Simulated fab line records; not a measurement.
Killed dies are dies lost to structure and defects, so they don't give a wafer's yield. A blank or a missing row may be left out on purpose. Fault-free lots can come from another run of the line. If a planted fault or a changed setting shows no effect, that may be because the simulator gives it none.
The tool behind it: which one? + flow n5_finfet + 10 lots with 28 wafers sampled at 5 steps, on a route of 1938 steps

## WHAT THE GAUGES SHOWED, per wafer
N5_MOL_CONTACT_COAG_INSPECT_97: inspects for defects (darkfield).
| lot  | measured     | on                | raw_defect_count |
|------|--------------|-------------------|------------------|
| L173 | day 6 07:49  | defect_inspect-02 | 56 57 36         |
| L174 | day 6 10:49  | defect_inspect-02 | 31 23 39         |
| L175 | day 6 15:47  | defect_inspect-01 | 43 25 34         |
| L177 | day 7 05:21  | defect_inspect-02 | 76 49 50         |
| L186 | day 9 10:08  | defect_inspect-02 | 26 50            |
| L187 | day 9 18:44  | defect_inspect-02 | 16 34            |
| L188 | day 10 03:38 | defect_inspect-02 | 45 44 46         |
| L189 | day 10 06:38 | defect_inspect-02 | 41 48 61         |
| L191 | day 10 14:44 | defect_inspect-02 | 52 24 28         |
| L192 | day 10 20:46 | defect_inspect-01 | 49 50 52         |

N5_BEOL_M0_SAQP_CD_MEAS_25 targets a cd of 13.1 nm.
| lot  | measured     | on        | cd_nm (nm)        |
|------|--------------|-----------|-------------------|
| L173 | day 6 10:40  | cd_sem-01 | 12.58 12.93 12.68 |
| L174 | day 6 16:21  | cd_sem-03 | 12.99 13.08 12.68 |
| L175 | day 6 19:11  | cd_sem-03 | 12.84 12.95 12.68 |
| L177 | day 7 09:01  | cd_sem-01 | 12.76 12.80 12.87 |
| L186 | day 9 14:28  | cd_sem-02 | 12.59 12.93       |
| L187 | day 9 22:09  | cd_sem-03 | 13.25 12.52       |
| L188 | day 10 09:37 | cd_sem-02 | 12.70 12.90 12.71 |
| L189 | day 10 10:40 | cd_sem-01 | 12.73 13.03 12.76 |
| L191 | day 10 17:56 | cd_sem-02 | 12.63 12.60 12.65 |
| L192 | day 10 23:56 | cd_sem-01 | 13.20 12.57 12.50 |

N5_BEOL_M4_RC_MEAS_101.
| lot  | measured     | on        | DIBL_N (mV/V)  | DIBL_P (mV/V)  | IOFF_N (nA/um) | IOFF_P (nA/um) | ION_N (uA/um) | ION_P (uA/um) | SS_N (mV/dec)  | SS_P (mV/dec)  | VT_N (mV)   | VT_P (mV)      |
|------|--------------|-----------|----------------|----------------|----------------|----------------|---------------|---------------|----------------|----------------|-------------|----------------|
| L173 | day 8 14:13  | prober-02 | 32.8 35.9 34.4 | 32.8 35.1 32.9 | 0.12 0.16 0.14 | 0.17 0.20 0.17 | 660 663 652   | 454 454 446   | 70.6 71.8 71.6 | 72.8 72.8 72.2 | 255 250 252 | -252 -252 -251 |
| L174 | day 9 03:32  | prober-02 | 37.5 40.4 37.1 | 38.3 42.5 38.5 | 0.17 0.24 0.16 | 0.21 0.28 0.21 | 668 691 678   | 460 463 461   | 71.6 72.7 72.3 | 73.6 75.5 73.6 | 250 242 250 | -252 -248 -251 |
| L175 | day 9 05:38  | prober-02 | 38.0 35.7 37.3 | 40.4 36.3 39.3 | 0.20 0.16 0.18 | 0.27 0.20 0.26 | 687 670 671   | 469 464 463   | 72.1 71.7 72.3 | 73.6 72.8 73.7 | 244 248 248 | -246 -251 -248 |
| L177 | day 9 08:10  | prober-01 | 36.3 35.7 37.0 | 36.9 35.5 37.6 | 0.17 0.14 0.17 | 0.23 0.21 0.25 | 685 662 676   | 471 460 467   | 71.0 71.5 71.1 | 73.6 73.7 72.9 | 245 250 248 | -246 -250 -246 |
| L186 | day 11 13:01 | prober-01 | 36.7 37.6      | 36.8 36.9      | 0.14 0.18      | 0.19 0.19      | 664 671       | 454 455       | 71.6 72.4      | 73.0 72.8      | 251 248     | -253 -251      |
| L187 | day 12 06:56 | prober-02 | 38.5 35.0      | 38.0 34.8      | 0.19 0.13      | 0.24 0.20      | 676 654       | 466 458       | 71.9 71.2      | 73.7 72.8      | 248 252     | -249 -252      |
| L188 | day 12 15:16 | prober-02 | 36.3 34.8 37.2 | 35.0 33.8 35.8 | 0.17 0.13 0.18 | 0.26 0.23 0.26 | 681 668 681   | 470 469 471   | 71.5 71.8 71.3 | 72.7 72.6 73.8 | 247 254 247 | -245 -245 -245 |
| L189 | day 12 21:56 | prober-01 | 37.1 36.4 38.0 | 37.7 35.5 38.3 | 0.17 0.15 0.21 | 0.27 0.22 0.28 | 679 668 702   | 465 461 472   | 72.8 71.0 73.2 | 73.5 73.3 74.1 | 248 252 244 | -245 -245 -245 |
| L191 | day 13 05:11 | prober-02 | 35.5 32.0 35.6 | 34.9 30.8 34.9 | 0.14 0.10 0.14 | 0.19 0.14 0.20 | 673 651 667   | 462 452 462   | 72.0 69.8 71.3 | 73.8 72.5 73.7 | 254 255 255 | -250 -255 -251 |
| L192 | day 13 07:12 | prober-02 | 37.5 38.9 35.0 | 38.7 40.3 35.1 | 0.20 0.23 0.14 | 0.28 0.30 0.22 | 681 696 660   | 473 471 468   | 72.4 72.0 71.2 | 74.4 74.2 73.2 | 244 245 251 | -247 -243 -249 |

## WHICH TOOL RAN EACH LOT (tool, then ch and the chambers of the sampled wafers, then the start)
| lot  | N5_BEOL_M0_SAQP_ETCH_84            | N5_BEOL_M0_SAQP_MANDREL1_REMOVE_100 |
|------|------------------------------------|-------------------------------------|
| L173 | rie_diel-06 ch 0,2,3, day 6 09:11  | rie_si-02 ch 0,1,3, day 6 10:33     |
| L174 | rie_diel-06 ch 1,3, day 6 14:50    | rie_si-05 ch 0,1,2, day 6 16:14     |
| L175 | rie_diel-01 ch 0,2, day 6 17:12    | rie_si-05 ch 0,1, day 6 19:05       |
| L177 | rie_diel-03 ch 0,1, day 7 07:33    | rie_si-06 ch 0,2,3, day 7 08:55     |
| L186 | rie_diel-06 ch 0,1, day 9 12:31    | rie_si-06 ch 1,2, day 9 14:22       |
| L187 | rie_diel-06 ch 0,3, day 9 20:40    | rie_si-06 ch 2,3, day 9 22:02       |
| L188 | rie_diel-01 ch 0,1, day 10 06:25   | rie_si-02 ch 0,1,3, day 10 09:31    |
| L189 | rie_diel-01 ch 0,1,2, day 10 08:07 | rie_si-05 ch 1,2,3, day 10 10:34    |
| L191 | rie_diel-01 ch 0,2,3, day 10 16:22 | rie_si-05 ch 1,3, day 10 17:50      |
| L192 | rie_diel-01 ch 0,1,3, day 10 22:20 | rie_si-02 ch 0,1,3, day 10 23:50    |
- N5_BEOL_M0_SAQP_ETCH_84: etches SOC in N2/H2, target depth 100 nm, overetch 20 nm, time 150 s.
- N5_BEOL_M0_SAQP_MANDREL1_REMOVE_100: chemistry HBr/Cl2/O2, target a-Si, stops on SiNx, bt time 10 s.

## WHAT THE TOOLS THEMSELVES READ (means of the sampled wafers that have a number; where no wafer has one, the mark that the record gives instead)
N5_BEOL_M0_SAQP_ETCH_84.
| lot  | tool        | drypump_motor_current_A (A) | oes_product_au (a.u.) | rf_vpp_V (V) | run_length_s (s) | showerhead_plenum_p_Torr (Torr) | throttle_valve_pct (%) |
|------|-------------|-----------------------------|-----------------------|--------------|------------------|---------------------------------|------------------------|
| L173 | rie_diel-06 | 5.4                         | 0.75                  | 524.7        | 173.0            | 2.56                            | 17.8                   |
| L174 | rie_diel-06 | 5.5                         | 0.78                  | 527.8        | 173.2            | 2.65                            | 17.6                   |
| L175 | rie_diel-01 | 5.5                         | 0.65                  | 524.7        | 173.3            | 2.57                            | 18.0                   |
| L177 | rie_diel-03 | 5.7                         | 0.74                  | 527.8        | 172.8            | 2.69                            | 17.4                   |
| L186 | rie_diel-06 | 5.8                         | 0.77                  | 524.0        | 178.1            | 2.52                            | 17.5                   |
| L187 | rie_diel-06 | 5.5                         | 0.76                  | 524.8        | 177.9            | 2.57                            | 17.7                   |
| L188 | rie_diel-01 | 5.7                         | 0.64                  | 524.7        | 173.5            | 2.56                            | 17.8                   |
| L189 | rie_diel-01 | 5.7                         | 0.64                  | 522.7        | 173.4            | 2.52                            | 17.9                   |
| L191 | rie_diel-01 | 5.8                         | 0.68                  | 522.8        | 173.4            | 2.50                            | 17.8                   |
| L192 | rie_diel-01 | 5.7                         | 0.68                  | 524.2        | 173.1            | 2.54                            | 17.7                   |

N5_BEOL_M0_SAQP_MANDREL1_REMOVE_100.
| lot  | tool      | drypump_motor_current_A (A) | oes_product_au (a.u.) | throttle_valve_pct (%) |
|------|-----------|-----------------------------|-----------------------|------------------------|
| L173 | rie_si-02 | 6.1                         | 1.001                 | 36.8                   |
| L174 | rie_si-05 | 5.4                         | 1.011                 | 36.7                   |
| L175 | rie_si-05 | 5.0                         | 1.008                 | 36.6                   |
| L177 | rie_si-06 | 5.9                         | 1.014                 | 36.4                   |
| L186 | rie_si-06 | 5.3                         | 1.014                 | 36.5                   |
| L187 | rie_si-06 | 5.9                         | 1.010                 | 36.6                   |
| L188 | rie_si-02 | 6.1                         | 0.992                 | 36.8                   |
| L189 | rie_si-05 | 5.9                         | 1.001                 | 36.7                   |
| L191 | rie_si-05 | 6.0                         | 1.001                 | 36.7                   |
| L192 | rie_si-02 | 6.1                         | 1.001                 | 36.8                   |

## THE ANSWER, worked out from the rows above alone
Rule: the usual values come from the lots themselves. The widest of any qualifying gaps counts: lots, ordered by their means at a reading, are off when they make up no more than a third of the lots, leave a main group of 4 or more, and stand apart from it by 3 or more times the standard deviation of that group's means. If all means in a main group match to the digits the tables above print for the reading, that group is not used. A lot without any number at a reading at which 4 lots or more have one is off too. All remaining lots with rows at the step are treated as sound. After the gauges, taken in route order, come the tools' own readings; for these a lot's mean is taken, as printed above. At the first step where some lot is off, the reading lying furthest off is the one used; lots without a number count as furthest.
Off: L186, L187, at N5_BEOL_M0_SAQP_ETCH_84 (run_length_s). Main group: mean 173.2 s, sd 0.22.
A tool fits if, at that step or a process step before it, it ran every lot that is off, and no sound lot after the first of them. One fits: N5_BEOL_M0_SAQP_ETCH_84 on rie_diel-06. A fault onset in the window from L174 (day 6 14:50, its last sound lot) to L186 (day 9 12:31, its first lot off) fits.
The tool's own readings at N5_BEOL_M0_SAQP_ETCH_84 bear it out: on the lots that are off they differ by more than 5 times the standard deviation of the sound lots' means. run_length_s reads 178.0 s there against 173.2 s on the sound lots.

## WHAT WAS PUT IN BY THE SIMULATOR
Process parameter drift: rie_diel-06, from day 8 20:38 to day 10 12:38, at N5_BEOL_M0_SAQP_ETCH_84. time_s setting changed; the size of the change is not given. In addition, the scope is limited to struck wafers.
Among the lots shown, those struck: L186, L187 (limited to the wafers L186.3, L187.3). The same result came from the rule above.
